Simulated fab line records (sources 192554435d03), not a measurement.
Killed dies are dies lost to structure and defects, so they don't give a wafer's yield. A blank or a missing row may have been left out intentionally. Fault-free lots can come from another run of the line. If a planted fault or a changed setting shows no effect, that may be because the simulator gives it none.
Matching of chambers	flow n5-finfet	cmp-01 running N5_GATE_CUT_CMP_61: 4 sister chambers
The step polishes, stops on SiNx, t overpolish 3 s. 16 wafers are shown with their chamber, then 8 later ones without.

== WAFERS PAIRED WITH THEIR CHAMBERS ==
wafer	chamber	motor-current-A (A)
L075.3	1	10.6
L075.5	2	12.4
L075.6	1	10.7
L077.1	1	10.7
L077.4	2	11.9
L077.5	3	11.7
L078.1	2	12.1
L078.3	0	14.3
L078.6	2	11.6
L086.2	1	11.0
L086.4	3	10.9
L086.6	2	12.2
L087.1	3	11.1
L087.2	0	14.0
L087.4	1	10.9
L088.1	3	11.4

SIGNATURES (means of the wafers above)
reading	chamber 0	chamber 1	chamber 2	chamber 3	scatter within a chamber
motor-current-A	14.150	10.780	12.040	11.275	0.273
Rule: for each reading, subtract the chamber's mean from the wafer's reading, divide by that reading's scatter and square the result; add these up over the readings and take the root, which gives the wafer's distance from the chamber. The wafer belongs to the nearest chamber; if the next one is less than 2 further off, it can't be placed. The scatter: take each reading less its chamber's mean, square it, sum over the shown wafers, divide by the number of wafers less the number of chambers, and take the root.

== WAFERS MISSING THEIR CHAMBER ==
wafer	motor-current-A (A)
L088.2	12.0
L088.6	10.9
L092.1	11.5
L092.3	14.0
L092.5	12.4
L095.2	13.8
L095.4	10.8
L095.5	12.6

== EACH ONE'S CHAMBER ==
wafer	from the rows above	in truth
L088.2	2	2
L088.6	can't be placed: 1 or 3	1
L092.1	can't be placed: 3 or 2 or 1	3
L092.3	0	0
L092.5	2	2
L095.2	0	0
L095.4	can't be placed: 1 or 3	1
L095.5	2	2
5 of 8 placed correctly. Unplaceable from these rows: 3, with the true chamber sitting among the candidates in 3. 0 placed wrongly.
